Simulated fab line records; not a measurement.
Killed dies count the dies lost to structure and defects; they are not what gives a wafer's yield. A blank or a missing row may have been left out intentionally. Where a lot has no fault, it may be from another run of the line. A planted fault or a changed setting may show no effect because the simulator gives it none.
Which tool is to blame?	flow n5_finfet	60 wafers from 20 lots sampled at 6 of the route's 1938 steps

WHAT THE GAUGES SHOWED, per wafer
N5_BEOL_M1_CD_MEAS_18: pitch 36 nm, target cd 18 nm.
lot	measured	on	cd_nm (nm)
L074	day 6 01:10	cd_sem-02	18.0 18.1 18.4
L075	day 6 07:28	cd_sem-03	18.8 18.9 18.6
L076	day 6 17:29	cd_sem-03	17.0 18.1 18.1
L077	day 7 01:01	cd_sem-02	17.6 17.3 17.4
L078	day 7 01:36	cd_sem-01	18.5 18.6 18.2
L079	day 7 05:54	cd_sem-01	18.4 18.5 17.8
L080	day 7 19:20	cd_sem-03	18.7 17.7 18.6
L081	day 7 19:29	cd_sem-02	17.3 17.5 17.4
L082	day 8 08:17	cd_sem-03	18.3 17.1 17.5
L083	day 8 08:37	cd_sem-02	18.5 17.8 18.6
L084	day 8 23:56	cd_sem-01	17.8 17.7 18.0
L085	day 9 11:19	cd_sem-03	17.8 18.6 17.8
L087	day 9 18:13	cd_sem-01	18.4 18.3 17.5
L088	day 9 17:31	cd_sem-01	18.4 17.8 17.9
L090	day 10 01:28	cd_sem-02	18.0 17.7 18.0
L091	day 10 10:03	cd_sem-03	18.7 17.8 18.4
L092	day 10 16:14	cd_sem-03	18.2 18.1 18.5
L093	day 11 00:20	cd_sem-03	17.6 18.1 18.0
L094	day 11 07:23	cd_sem-03	17.7 17.9 18.0
L097	day 12 03:53	cd_sem-02	18.4 18.0 17.6

WHICH TOOL RAN EACH LOT (tool, then ch and the chambers of the sampled wafers, then the start)
lot	N5_BEOL_M0_CUTY_DESCUM_61	N5_BEOL_M0_CUTY_ETCH_63	N5_BEOL_M0_STRIP_142	N5_BEOL_M1_HM_DEP_02	N5_BEOL_M1_ETCH_74
L074	rie_diel-01 ch 2,3, day 5 15:33	rie_diel-01 ch 2,3, day 5 15:38	rie_diel-05 ch 0,1,2, day 5 18:13	pvd_sputter-02, day 6 00:02	rie_diel-02 ch 0,1, day 6 00:46
L075	rie_diel-05 ch 1,2, day 5 22:32	rie_diel-05 ch 1,2, day 5 22:37	rie_diel-05 ch 0,1,2, day 6 00:30	pvd_sputter-01, day 6 06:27	rie_diel-04 ch 2,3, day 6 07:00
L076	rie_diel-05 ch 2,3, day 6 09:07	rie_diel-05 ch 2,3, day 6 09:12	rie_diel-05 ch 0,1,2, day 6 10:40	pvd_sputter-03, day 6 16:24	rie_diel-04 ch 0,2,3, day 6 17:05
L077	rie_diel-03 ch 0,2, day 6 13:35	rie_diel-03 ch 0,2, day 6 13:40	rie_diel-05 ch 0,2,3, day 6 16:43	pvd_sputter-02, day 6 23:56	rie_diel-04 ch 1,2, day 7 00:36
L078	rie_diel-01 ch 0,1,2, day 6 17:25	rie_diel-01 ch 0,1,2, day 6 17:31	rie_diel-03 ch 1,3, day 6 18:27	pvd_sputter-01, day 7 00:26	rie_diel-06 ch 0,3, day 7 01:12
L079	rie_diel-01 ch 2,3, day 7 00:17	rie_diel-01 ch 2,3, day 7 00:22	rie_diel-05 ch 0,3, day 7 00:58	pvd_sputter-03, day 7 04:52	rie_diel-02 ch 1,2, day 7 05:25
L080	rie_diel-05 ch 1,2,3, day 7 07:50	rie_diel-05 ch 1,2,3, day 7 07:55	rie_diel-01 ch 1,2,3, day 7 10:18	pvd_sputter-03, day 7 17:59	rie_diel-06 ch 2,3, day 7 18:40
L081	rie_diel-03 ch 1,3, day 7 10:56	rie_diel-03 ch 1,3, day 7 11:01	rie_diel-01 ch 1,2,3, day 7 12:59	pvd_sputter-03, day 7 18:20	rie_diel-04 ch 0,3, day 7 18:58
L082	rie_diel-05 ch 0,1,2, day 8 01:20	rie_diel-05 ch 0,1,2, day 8 01:25	rie_diel-05 ch 1,2, day 8 03:16	pvd_sputter-01, day 8 07:11	rie_diel-04 ch 0,1, day 8 07:53
L083	rie_diel-03 ch 0,2,3, day 8 02:10	rie_diel-03 ch 0,2,3, day 8 02:15	rie_diel-01 ch 0,1,3, day 8 03:16	pvd_sputter-02, day 8 07:29	rie_diel-02 ch 0,2,3, day 8 08:13
L084	rie_diel-05 ch 1,2,3, day 8 16:31	rie_diel-05 ch 1,2,3, day 8 16:36	rie_diel-03 ch 1,3, day 8 17:45	pvd_sputter-02, day 8 22:59	rie_diel-04 ch 1,2,3, day 8 23:32
L085	rie_diel-01 ch 0,1,2, day 8 19:49	rie_diel-01 ch 0,1,2, day 8 19:53	rie_diel-03 ch 0,1,3, day 9 01:39	pvd_sputter-02, day 9 10:14	rie_diel-02 ch 2,3, day 9 10:55
L087	rie_diel-03 ch 1,3, day 9 03:43	rie_diel-03 ch 1,3, day 9 03:48	rie_diel-03 ch 1,2,3, day 9 11:09	pvd_sputter-01, day 9 17:10	rie_diel-06 ch 0,2,3, day 9 17:49
L088	rie_diel-01 ch 0,2, day 9 06:30	rie_diel-01 ch 0,2, day 9 06:35	rie_diel-05 ch 2,3, day 9 11:02	pvd_sputter-02, day 9 16:34	rie_diel-06 ch 0,2,3, day 9 17:06
L090	rie_diel-01 ch 0,1, day 9 19:03	rie_diel-01 ch 0,1, day 9 19:08	rie_diel-03 ch 2,3, day 9 19:59	pvd_sputter-03, day 10 00:31	rie_diel-06 ch 1,2, day 10 01:04
L091	rie_diel-05 ch 0,1,2, day 10 02:38	rie_diel-05 ch 0,1,2, day 10 02:43	rie_diel-03 ch 0,3, day 10 04:44	pvd_sputter-02, day 10 08:59	rie_diel-02 ch 2,3, day 10 09:39
L092	rie_diel-05 ch 2,3, day 10 05:21	rie_diel-05 ch 2,3, day 10 05:26	rie_diel-01 ch 0,2,3, day 10 08:45	pvd_sputter-02, day 10 15:07	rie_diel-04 ch 2,3, day 10 15:45
L093	rie_diel-05 ch 0,2, day 10 14:27	rie_diel-05 ch 0,2, day 10 14:32	rie_diel-01 ch 0,3, day 10 15:26	pvd_sputter-02, day 10 23:16	rie_diel-04 ch 0,1,2, day 10 23:56
L094	rie_diel-05 ch 1,2,3, day 10 21:22	rie_diel-05 ch 1,2,3, day 10 21:27	rie_diel-01 ch 0,1,3, day 10 23:40	pvd_sputter-01, day 11 06:01	rie_diel-02 ch 1,2,3, day 11 06:59
L097	rie_diel-05 ch 1,3, day 11 14:33	rie_diel-05 ch 1,3, day 11 14:38	rie_diel-01 ch 0,2, day 11 17:31	pvd_sputter-03, day 11 23:53	rie_diel-04 ch 0,2, day 12 03:29
- N5_BEOL_M0_CUTY_DESCUM_61: chemistry O2, time 7.9 s.
- N5_BEOL_M0_CUTY_ETCH_63: etches SOC in N2/H2, target depth 82.7 nm, overetch 16.5 nm, time 124 s.
- N5_BEOL_M0_STRIP_142: strips in N2/H2, time 10 s.
- N5_BEOL_M1_HM_DEP_02: deposits TiN, target thk 20 nm.
- N5_BEOL_M1_ETCH_74: etches underlayer in N2/H2, target depth 6.5 nm, time 5.2 s.

WHAT THE TOOLS THEMSELVES READ (means of the sampled wafers that have a number; where no wafer has one, the mark that the record gives instead)
N5_BEOL_M0_CUTY_DESCUM_61.
lot	tool	chamber_pressure_mTorr (mTorr)	drypump_motor_current_A (A)	oes_product_au (a.u.)	rf_vpp_V (V)	showerhead_plenum_p_Torr (Torr)	throttle_valve_pct (%)
L074	rie_diel-01	20.006	5.8	0.74	242.0	2.05	20.8
L075	rie_diel-05	19.988	5.6	0.73	242.5	2.07	20.6
L076	rie_diel-05	19.996	5.9	0.78	243.4	2.08	20.4
L077	rie_diel-03	19.993	5.7	0.81	242.6	2.07	20.6
L078	rie_diel-01	19.994	5.6	0.69	243.8	2.11	21.0
L079	rie_diel-01	20.003	5.7	0.76	243.0	2.08	20.5
L080	rie_diel-05	19.991	5.8	0.80	242.6	2.07	20.5
L081	rie_diel-03	20.003	5.2	0.72	243.2	2.04	20.5
L082	rie_diel-05	19.993	5.4	0.78	242.7	2.09	20.5
L083	rie_diel-03	20.006	5.6	0.81	243.9	2.14	20.5
L084	rie_diel-05	19.990	5.9	0.79	242.0	2.06	20.5
L085	rie_diel-01	20.012	5.6	0.87	244.4	2.20	20.7
L087	rie_diel-03	20.000	5.3	0.84	244.1	2.20	20.3
L088	rie_diel-01	19.996	5.9	0.96	245.3	2.23	20.6
L090	rie_diel-01	20.026	5.3	0.75	244.2	2.15	20.8
L091	rie_diel-05	20.009	5.4	0.76	243.3	2.08	20.5
L092	rie_diel-05	19.974	6.1	0.81	242.8	2.07	20.3
L093	rie_diel-05	19.997	5.4	0.72	243.4	2.08	20.5
L094	rie_diel-05	20.014	5.9	0.76	242.3	2.06	20.5
L097	rie_diel-05	19.995	6.1	0.82	242.2	2.06	20.3

N5_BEOL_M0_CUTY_ETCH_63.
lot	tool	chamber_pressure_mTorr (mTorr)	drypump_motor_current_A (A)	oes_product_au (a.u.)	rf_vpp_V (V)	showerhead_plenum_p_Torr (Torr)	throttle_valve_pct (%)
L074	rie_diel-01	29.981	5.8	0.61	522.1	2.44	17.9
L075	rie_diel-05	30.011	5.7	0.60	522.9	2.48	17.8
L076	rie_diel-05	30.002	6.0	0.64	523.0	2.48	17.6
L077	rie_diel-03	29.985	5.7	0.65	524.3	2.51	18.0
L078	rie_diel-01	29.995	5.6	0.57	523.9	2.54	18.2
L079	rie_diel-01	29.977	5.7	0.63	522.3	2.50	17.6
L080	rie_diel-05	29.983	5.9	0.67	522.8	2.47	17.6
L081	rie_diel-03	30.021	5.1	0.59	521.3	2.49	17.9
L082	rie_diel-05	30.026	5.3	0.64	522.9	2.51	17.7
L083	rie_diel-03	29.995	5.6	0.67	525.2	2.59	17.7
L084	rie_diel-05	29.997	5.9	0.65	522.1	2.46	17.6
L085	rie_diel-01	30.005	5.6	0.71	526.5	2.64	18.0
L087	rie_diel-03	29.999	5.3	0.70	527.4	2.68	17.6
L088	rie_diel-01	30.000	5.9	0.78	527.3	2.66	17.7
L090	rie_diel-01	29.978	5.3	0.62	525.6	2.62	18.2
L091	rie_diel-05	29.998	5.3	0.63	522.5	2.50	17.7
L092	rie_diel-05	29.977	6.1	0.67	523.2	2.46	17.4
L093	rie_diel-05	29.985	5.4	0.60	523.6	2.52	17.7
L094	rie_diel-05	30.009	5.9	0.63	522.2	2.45	17.6
L097	rie_diel-05	29.974	6.1	0.69	521.7	2.44	17.3

N5_BEOL_M0_STRIP_142.
lot	tool	chamber_pressure_mTorr (mTorr)	drypump_motor_current_A (A)	oes_product_au (a.u.)	rf_vpp_V (V)	showerhead_plenum_p_Torr (Torr)	throttle_valve_pct (%)
L074	rie_diel-05	20.026	5.4	0.80	59.8	2.51	23.3
L075	rie_diel-05	19.991	5.3	0.80	59.5	2.51	23.3
L076	rie_diel-05	19.990	5.3	0.80	59.0	2.51	23.3
L077	rie_diel-05	19.992	5.6	0.85	60.0	2.52	23.1
L078	rie_diel-03	19.988	5.3	0.76	60.2	2.58	23.3
L079	rie_diel-05	20.004	5.8	0.94	58.3	2.51	22.8
L080	rie_diel-01	20.014	5.5	0.72	58.8	2.52	23.8
L081	rie_diel-01	19.987	5.5	0.72	59.0	2.52	23.8
L082	rie_diel-05	19.998	5.7	0.74	59.6	2.45	23.5
L083	rie_diel-01	20.011	5.5	0.80	58.5	2.59	23.8
L084	rie_diel-03	20.011	5.3	0.85	59.2	2.68	23.3
L085	rie_diel-03	20.018	5.3	0.83	59.3	2.60	23.7
L087	rie_diel-03	20.015	5.5	0.87	59.9	2.68	23.2
L088	rie_diel-05	20.000	6.1	0.82	59.8	2.46	23.0
L090	rie_diel-03	19.983	5.6	0.81	59.8	2.66	23.1
L091	rie_diel-03	19.989	5.4	0.76	58.3	2.57	23.6
L092	rie_diel-01	20.012	5.8	0.87	60.5	2.60	23.4
L093	rie_diel-01	19.998	5.7	0.80	59.3	2.55	23.3
L094	rie_diel-01	19.982	5.5	0.77	59.1	2.58	23.8
L097	rie_diel-01	20.002	5.8	0.88	59.6	2.61	23.6

N5_BEOL_M1_HM_DEP_02.
lot	tool	susceptor_temp_C (C)	throttle_valve_pct (%)
L074	pvd_sputter-02	25.17	29.7
L075	pvd_sputter-01	24.93	29.9
L076	pvd_sputter-03	24.97	30.0
L077	pvd_sputter-02	24.89	30.4
L078	pvd_sputter-01	25.06	29.9
L079	pvd_sputter-03	24.95	29.4
L080	pvd_sputter-03	24.96	29.8
L081	pvd_sputter-03	24.98	30.8
L082	pvd_sputter-01	25.01	30.1
L083	pvd_sputter-02	25.10	30.0
L084	pvd_sputter-02	25.03	30.8
L085	pvd_sputter-02	24.93	29.4
L087	pvd_sputter-01	24.97	29.9
L088	pvd_sputter-02	25.00	30.3
L090	pvd_sputter-03	25.06	30.8
L091	pvd_sputter-02	24.85	29.0
L092	pvd_sputter-02	24.93	29.1
L093	pvd_sputter-02	25.04	30.3
L094	pvd_sputter-01	25.00	30.7
L097	pvd_sputter-03	25.07	29.6

N5_BEOL_M1_ETCH_74.
lot	tool	chamber_pressure_mTorr (mTorr)	drypump_motor_current_A (A)	etch_rf_on_time_s (s)	oes_product_au (a.u.)	rf_vpp_V (V)	showerhead_plenum_p_Torr (Torr)	throttle_valve_pct (%)
L074	rie_diel-02	29.99	5.6	5.20	0.61	522.1	2.52	18.02
L075	rie_diel-04	30.00	5.6	5.37	0.63	522.4	2.50	17.77
L076	rie_diel-04	29.99	5.6	5.34	0.66	521.6	2.52	17.79
L077	rie_diel-04	30.00	5.2	5.44	0.60	523.0	2.48	17.95
L078	rie_diel-06	29.99	5.5	5.06	0.68	525.0	2.69	17.94
L079	rie_diel-02	29.98	5.9	5.18	0.68	522.7	2.49	17.72
L080	rie_diel-06	29.98	5.8	5.17	0.68	525.1	2.61	17.83
L081	rie_diel-04	29.99	5.6	5.26	0.70	523.8	2.53	17.84
L082	rie_diel-04	29.94	5.4	5.28	0.69	521.2	2.49	17.88
L083	rie_diel-02	29.97	5.4	5.17	0.72	524.5	2.57	17.99
L084	rie_diel-04	30.01	5.4	5.32	0.60	522.1	2.52	17.94
L085	rie_diel-02	29.99	5.7	5.06	0.77	526.6	2.63	17.97
L087	rie_diel-06	30.00	5.6	5.12	0.68	526.4	2.64	17.92
L088	rie_diel-06	30.03	5.6	5.14	0.68	525.1	2.65	17.91
L090	rie_diel-06	30.01	5.6	5.05	0.70	522.9	2.50	18.00
L091	rie_diel-02	30.01	5.8	5.07	0.78	524.3	2.55	17.70
L092	rie_diel-04	30.00	5.6	5.38	0.60	522.7	2.48	17.82
L093	rie_diel-04	30.01	5.5	5.40	0.62	521.8	2.46	17.90
L094	rie_diel-02	29.99	5.8	5.13	0.70	524.2	2.55	17.87
L097	rie_diel-04	30.02	5.7	5.36	0.67	521.9	2.45	17.81

THE ANSWER, worked out from the rows above alone
Rule: the lots themselves supply what counts as usual. Put in order of their means at a reading, lots are off if they are a third of the lots or fewer, leave a main group of 4 or more, and stand apart from it by a gap of 3 or more times the standard deviation of the main group's means; of several such gaps the widest counts. A main group is skipped when, at the precision printed for the reading in the tables above, its means are all equal. Also off: a lot with no number at a reading for which 4 or more lots have one. Any other lot the step has rows for is counted as sound. Order of review: gauges by route order, followed by the tools' own readings, for which a lot's mean as printed above is used. The first step at which some lot is off is used, and at that step the reading that is off furthest; a lot without a number counts as furthest.
No lot is off at any reading shown: from this, nothing can be told.

WHAT THE SIMULATOR HAD PUT IN
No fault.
